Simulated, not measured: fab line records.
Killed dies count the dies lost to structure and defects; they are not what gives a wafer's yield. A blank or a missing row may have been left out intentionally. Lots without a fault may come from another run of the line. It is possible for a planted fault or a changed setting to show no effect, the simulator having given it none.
Lot-split experiment ; flow n5_finfet ; 21 wafers read from 7 lots, route of 1938 steps

THE SPLIT ITSELF
At N5_MOL_CONTACT_COAG_EXPOSE_05 (exposes mask CA, defocus 0 nm), the setting dose_mj was moved away from the recipe's 38.25 on 11 of the 21 wafers read, by -7.2% to +3.3%. All remaining wafers had this setting at the recipe value.

FROM THE SPLIT TO THE READING: what the file shows between them, 12 steps
- N5_MOL_CONTACT_COAG_PEB_06: peb time 60 s
- N5_MOL_CONTACT_COAG_DEVELOP_07: develop time 30 s
- N5_MOL_CONTACT_COAG_CD_MEAS_08: target cd 28 nm
- N5_MOL_CONTACT_COAG_DESCUM_13: chemistry O2, time 7 s
- N5_MOL_CONTACT_COAG_ETCH_59: etches underlayer in N2/H2, target depth 13 nm, time 10.4 s
- N5_MOL_CONTACT_COAG_ETCH_105: etches SiARC in CF4, target depth 15.6 nm, time 26 s
- N5_MOL_CONTACT_COAG_ETCH_106: etches SOC in N2/H2, target depth 80 nm, overetch 16 nm, time 120 s
- N5_MOL_CONTACT_COAG_CONTACT_ETCH_14: etches SiO2 in C4F6/O2, target depth 27.5 nm, overetch 8.5 nm, time 20 s (also split here: source_w)
- N5_MOL_CONTACT_COAG_STRIP_109: strips in C4F6/O2
- N5_MOL_CONTACT_COAG_ETCH_15: etches SiNx in CH3F/O2, stops on Si:P, target depth 7 nm
- N5_MOL_CONTACT_COAG_ETCH_110: etches Si in CF4/O2, target depth 2.5 nm, time 8 s
- N5_MOL_CONTACT_COAG_STRIP_98: strips in N2/H2

THE READING
Shown in nm: cd_nm at N5_MOL_CONTACT_COAG_CD_MEAS_99, with target cd 17.2 nm. On this fab line, fault-free wafers typically give 17.1 nm with a standard deviation of 0.35 nm.

wafer;tool, chamber at the split;dose_mj as run;against the recipe;cd_nm, nm;against lot-mates on the recipe
L074.1;euv_scanner-01, 0;38.25;recipe;17.2;-
L074.2;euv_scanner-01, 0;38.25;recipe;17.7;-
L074.3;euv_scanner-01, 0;38.25;recipe;17.3;-
L076.1;euv_scanner-01, 0;36.85;-3.7%;16.7;-0.4
L076.2;euv_scanner-01, 0;36.85;-3.7%;15.8;-1.3
L076.4;euv_scanner-01, 0;38.25;recipe;17.1;-
L078.2;euv_scanner-02, 0;38.25;recipe;16.9;-
L078.3;euv_scanner-02, 0;35.52;-7.1%;15.2;-1.7
L078.6;euv_scanner-02, 0;35.52;-7.1%;15.5;-1.4
L082.1;euv_scanner-01, 0;35.71;-6.6%;15.4;-1.8
L082.3;euv_scanner-01, 0;38.25;recipe;17.3;-
L082.4;euv_scanner-01, 0;38.25;recipe;17.2;-
L084.2;euv_scanner-02, 0;38.25;recipe;17.4;-
L084.3;euv_scanner-02, 0;39.4;+3.0%;17.4;+0.0
L084.5;euv_scanner-02, 0;39.4;+3.0%;17.4;+0.0
L087.3;euv_scanner-02, 0;39.5;+3.3%;17.6;no lot-mate on the recipe
L087.4;euv_scanner-02, 0;39.5;+3.3%;17.9;no lot-mate on the recipe
L087.5;euv_scanner-02, 0;39.5;+3.3%;17.4;no lot-mate on the recipe
L095.2;euv_scanner-01, 0;38.25;recipe;17.2;-
L095.4;euv_scanner-01, 0;35.48;-7.2%;15.3;-1.8
L095.5;euv_scanner-01, 0;38.25;recipe;17.0;-

FIT RESULTS
A straight line over all 21 wafers: cd_nm changes by +0.225 nm for each +1% of dose_mj; r = +0.94; the points scatter about the line by 0.3 nm.
The same after taking each lot's own level away (the mean of its wafers on the recipe; 18 wafers): +0.204 nm for each +1%; r = +0.92; scatter 0.3 nm.
According to that fit, moving dose_mj by its largest amount changes the reading by 1.5 nm.
The lots' own levels span 16.90 to 17.40 nm, that is 1.4 times the standard deviation above.
The two slopes agree, so the slope changes little with the lot-to-lot level.
Check: with one of the wafers moved furthest among these (-7.2%) left out of the fit, the line predicts -1.56 nm for it against its lot-mates. It came out at -1.8 nm against them.

THE OTHER SPLITS THESE WAFERS WENT THROUGH
Before the reading, these wafers also passed through other splits. Each is held against what the fit with the lots' levels taken away leaves over:
other split on the same wafers;wafers away from the commonest value;r with cd_nm (lot level and that fit taken away)
N5_MOL_CONTACT_COAG_CONTACT_ETCH_14 source_w;5;-0.09

THE WHOLE CHAIN: every reading that the file lists as answering this split, in the file's order
step;what it does;reading;change (the file's fit);r (the file's)
N5_MOL_CONTACT_COAG_CD_MEAS_08;target cd 28 nm;cd_nm;+0.235 nm for each +1% of the setting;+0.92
N5_MOL_CONTACT_COAG_ETCH_59;etches underlayer in N2/H2, target depth 13 nm, time 10.4 s;MOL_CONTACT_COAG.cd_offset_nm (the simulator's own value, which no gauge read);+0.235 nm for each +1% of the setting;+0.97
N5_MOL_CONTACT_COAG_ETCH_105;etches SiARC in CF4, target depth 15.6 nm, time 26 s;MOL_CONTACT_COAG.cd_offset_nm (the simulator's own value, which no gauge read);+0.224 nm for each +1% of the setting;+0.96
N5_MOL_CONTACT_COAG_ETCH_106;etches SOC in N2/H2, target depth 80 nm, overetch 16 nm, time 120 s;MOL_CONTACT_COAG.cd_offset_nm (the simulator's own value, which no gauge read);+0.243 nm for each +1% of the setting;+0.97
N5_MOL_CONTACT_COAG_CD_MEAS_99;target cd 17.2 nm;cd_nm;+0.232 nm for each +1% of the setting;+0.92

THE FILE'S OWN FIT
cd_nm changes by +0.232 nm for each +1% of dose_mj, r = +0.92.
